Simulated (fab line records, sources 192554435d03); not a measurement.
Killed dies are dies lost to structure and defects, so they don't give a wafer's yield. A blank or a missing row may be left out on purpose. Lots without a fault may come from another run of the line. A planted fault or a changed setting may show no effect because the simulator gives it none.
Split-lot experiment | flow n5_finfet | 7 lots, 21 wafers read, on a route of 1938 steps

THE SPLIT
At N5_MOL_CONTACT_COAG_COAT_78 (resist thk 40 nm), the setting spin_rpm was moved away from the recipe's 1500 rpm on 10 of the 21 wafers read, by +4.7% to +9.5%. The other wafers ran this setting at the recipe's value.

FROM THE SPLIT TO THE READING: what the file shows between them, 4 steps
- N5_MOL_CONTACT_COAG_EBR_80
- N5_MOL_CONTACT_COAG_SOFTBAKE_79: time 60 s
- N5_MOL_CONTACT_COAG_EXPOSE_81: exposes mask VG, defocus 0 nm
- N5_MOL_CONTACT_COAG_PEB_82: peb time 60 s

THE READING
CAR-EUV_of_MOL_CONTACT_COAG_COAT_78.thk_nm (the simulator's own value, which no gauge read), in nm, at N5_MOL_CONTACT_COAG_DEVELOP_83 (develop time 30 s). The file gives no usual value for it. The 11 wafers here that ran the recipe average 39.5 nm, standard deviation 0.15 nm.

wafer  | tool, chamber at the split | spin_rpm as run, rpm | against the recipe | CAR-EUV_of_MOL_CONTACT_COAG_COAT_78.thk_nm, nm | against lot-mates on the recipe
L074.1 | litho_track-05, 0          | 1500                 | recipe             | 39.4                                           | -
L074.3 | litho_track-05, 0          | 1500                 | recipe             | 39.4                                           | -
L074.4 | litho_track-05, 0          | 1500                 | recipe             | 39.2                                           | -
L078.1 | litho_track-04, 0          | 1613                 | +7.5%              | 38                                             | -1.4
L078.2 | litho_track-04, 0          | 1500                 | recipe             | 39.4                                           | -
L078.5 | litho_track-04, 0          | 1500                 | recipe             | 39.4                                           | -
L079.1 | litho_track-04, 0          | 1642                 | +9.5%              | 37.8                                           | -1.8
L079.3 | litho_track-04, 0          | 1642                 | +9.5%              | 37.8                                           | -1.8
L079.4 | litho_track-04, 0          | 1500                 | recipe             | 39.6                                           | -
L084.1 | litho_track-02, 0          | 1570                 | +4.7%              | 38.6                                           | -0.8
L084.2 | litho_track-02, 0          | 1500                 | recipe             | 39.4                                           | -
L084.4 | litho_track-02, 0          | 1500                 | recipe             | 39.4                                           | -
L085.3 | litho_track-02, 0          | 1500                 | recipe             | 39.8                                           | -
L085.4 | litho_track-02, 0          | 1588                 | +5.9%              | 38.4                                           | -1.4
L085.5 | litho_track-02, 0          | 1588                 | +5.9%              | 38.6                                           | -1.2
L086.1 | litho_track-05, 0          | 1574                 | +4.9%              | 38.6                                           | -1.0
L086.3 | litho_track-05, 0          | 1574                 | +4.9%              | 38.8                                           | -0.8
L086.5 | litho_track-05, 0          | 1500                 | recipe             | 39.6                                           | -
L089.3 | litho_track-05, 0          | 1626                 | +8.4%              | 38                                             | -1.4
L089.6 | litho_track-05, 0          | 1626                 | +8.4%              | 38                                             | -1.4
L089.5 | litho_track-05, 0          | 1500                 | recipe             | 39.4                                           | -

THE FIT
A straight line over all 21 wafers: CAR-EUV_of_MOL_CONTACT_COAG_COAT_78.thk_nm changes by -0.174 nm for each +1% of spin_rpm; r = -0.98; the points scatter about the line by 0.13 nm.
The same after taking each lot's own level away (the mean of its wafers on the recipe; 21 wafers): -0.185 nm for each +1%; r = -0.99; scatter 0.11 nm.
On that fit, the largest move of spin_rpm shifts the reading by 1.8 nm.
The lots' own levels span 39.33 to 39.80 nm, that is 3.1 times the standard deviation above.
So the lot-to-lot level changes the slope little: the two slopes agree.
Check: with one of the wafers moved furthest among these (+9.5%) left out of the fit, the line predicts -1.75 nm for it against its lot-mates. It came out at -1.8 nm against them.

THE WHOLE CHAIN: every reading that the file lists as answering this split, in the file's order
step                           | what it does      | reading                                                                                     | change (the file's fit)               | r (the file's)
N5_MOL_CONTACT_COAG_COAT_78    | resist thk 40 nm  | CAR-EUV_of_MOL_CONTACT_COAG_COAT_78.thk_nm (the simulator's own value, which no gauge read) | -0.191 nm for each +1% of the setting | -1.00
N5_MOL_CONTACT_COAG_DEVELOP_83 | develop time 30 s | CAR-EUV_of_MOL_CONTACT_COAG_COAT_78.thk_nm (the simulator's own value, which no gauge read) | -0.185 nm for each +1% of the setting | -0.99

THE FILE'S OWN FIT
CAR-EUV_of_MOL_CONTACT_COAG_COAT_78.thk_nm changes by -0.185 nm for each +1% of spin_rpm, r = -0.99.
